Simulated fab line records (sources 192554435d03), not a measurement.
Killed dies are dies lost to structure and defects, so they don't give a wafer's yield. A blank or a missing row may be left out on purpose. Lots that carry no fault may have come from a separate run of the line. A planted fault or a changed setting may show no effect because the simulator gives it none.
Split-lot experiment -- flow n5_finfet -- 7 lots, 21 wafers read, on a route of 1938 steps

SPLIT DETAILS
At N5_MIM_TOP_ETCH_ETCH_00 (etches TiN in Cl2/BCl3, target depth 38.5 nm), the setting bias_w was moved away from the recipe's 126 W on 6 of the 21 wafers read, by +4.6% to +17.2%. This setting was run at the recipe's value on the other wafers.

The reading comes from the split's own step.

THE READING
MIM_TOP_ETCH.feature_depth_nm (the simulator's own value, which no gauge read), in nm, at N5_MIM_TOP_ETCH_ETCH_00 (etches TiN in Cl2/BCl3, target depth 38.5 nm). The file does not state a usual value for it. The 15 wafers here that ran the recipe average 39.0 nm, standard deviation 0.44 nm.

wafer,"tool, chamber at the split","bias_w as run, W",against the recipe,"MIM_TOP_ETCH.feature_depth_nm, nm",against lot-mates on the recipe
L074.1,"rie_metal-01, 1",142.9,+13.4%,41,+2.8
L074.4,"rie_metal-01, 1",142.9,+13.4%,41,+2.8
L074.5,"rie_metal-01, 0",126,recipe,38.2,-
L080.2,"rie_metal-03, 1",126,recipe,38.4,-
L080.4,"rie_metal-03, 1",147.7,+17.2%,40.6,+2.0
L080.5,"rie_metal-03, 1",126,recipe,38.8,-
L081.2,"rie_metal-03, 0",126,recipe,39.4,-
L081.5,"rie_metal-03, 0",126,recipe,39.4,-
L081.6,"rie_metal-03, 1",126,recipe,38.6,-
L085.3,"rie_metal-03, 1",126,recipe,38.8,-
L085.4,"rie_metal-03, 0",126,recipe,39.6,-
L085.6,"rie_metal-03, 0",126,recipe,39.2,-
L087.1,"rie_metal-03, 0",126,recipe,39.2,-
L087.2,"rie_metal-03, 1",126,recipe,38.8,-
L087.4,"rie_metal-03, 1",126,recipe,38.8,-
L091.1,"rie_metal-01, 0",131.8,+4.6%,39,+0.0
L091.2,"rie_metal-01, 1",126,recipe,39,-
L091.6,"rie_metal-01, 1",131.8,+4.6%,39.8,+0.8
L095.2,"rie_metal-03, 1",126,recipe,39.4,-
L095.3,"rie_metal-03, 1",136.1,+8.0%,40,+0.4
L095.6,"rie_metal-03, 0",126,recipe,39.8,-

FIT RESULTS
A straight line over all 21 wafers: MIM_TOP_ETCH.feature_depth_nm changes by +0.12 nm for each +1% of bias_w; r = +0.83; the points scatter about the line by 0.44 nm.
The same after taking each lot's own level away (the mean of its wafers on the recipe; 21 wafers): +0.155 nm for each +1%; r = +0.89; scatter 0.44 nm.
According to that fit, moving bias_w by its largest amount changes the reading by 2.7 nm.
Across the lots, their own levels run from 38.20 to 39.60 nm, a range of 3.2 times the standard deviation given above.
Thus the slope moves with the lot-to-lot level: the two fits are different.
Check: for one of the wafers moved furthest among these (+17.2%), held out of the fit, the line's prediction against its lot-mates is +3.07 nm. Against them it came out at +2 nm.

THE OTHER SPLITS THESE WAFERS WENT THROUGH
Note: prior to the reading, these wafers also went through further splits. Each is held against what the fit with the lots' levels taken away leaves over:
other split on the same wafers,wafers away from the commonest value,r with MIM_TOP_ETCH.feature_depth_nm (lot level and that fit taken away)
N5_BEOL_M13_COAT_65 spin_rpm,6,-0.12
N5_BEOL_M14_TRENCH_ETCH_34 time_s,7,+0.18
N5_BEOL_M14_SPUTTER_45 power_w,6,+0.30
N5_BEOL_M15_COAT_60 spin_rpm,6,+0.08
N5_BEOL_M15_ETCH_61 bias_w,7,+0.00

THE WHOLE CHAIN: every reading that the file lists as answering this split, in the file's order
step,what it does,reading,change (the file's fit),r (the file's)
N5_MIM_TOP_ETCH_ETCH_00,"etches TiN in Cl2/BCl3, target depth 38.5 nm","etch.depth_nm (the simulator's own value, which no gauge read)",+0.139 nm for each +1% of the setting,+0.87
N5_MIM_TOP_ETCH_ETCH_00,"etches TiN in Cl2/BCl3, target depth 38.5 nm","MIM_TOP_ETCH.feature_depth_nm (the simulator's own value, which no gauge read)",+0.137 nm for each +1% of the setting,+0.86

FILE'S OWN FIT
MIM_TOP_ETCH.feature_depth_nm changes by +0.137 nm for each +1% of bias_w, r = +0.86.
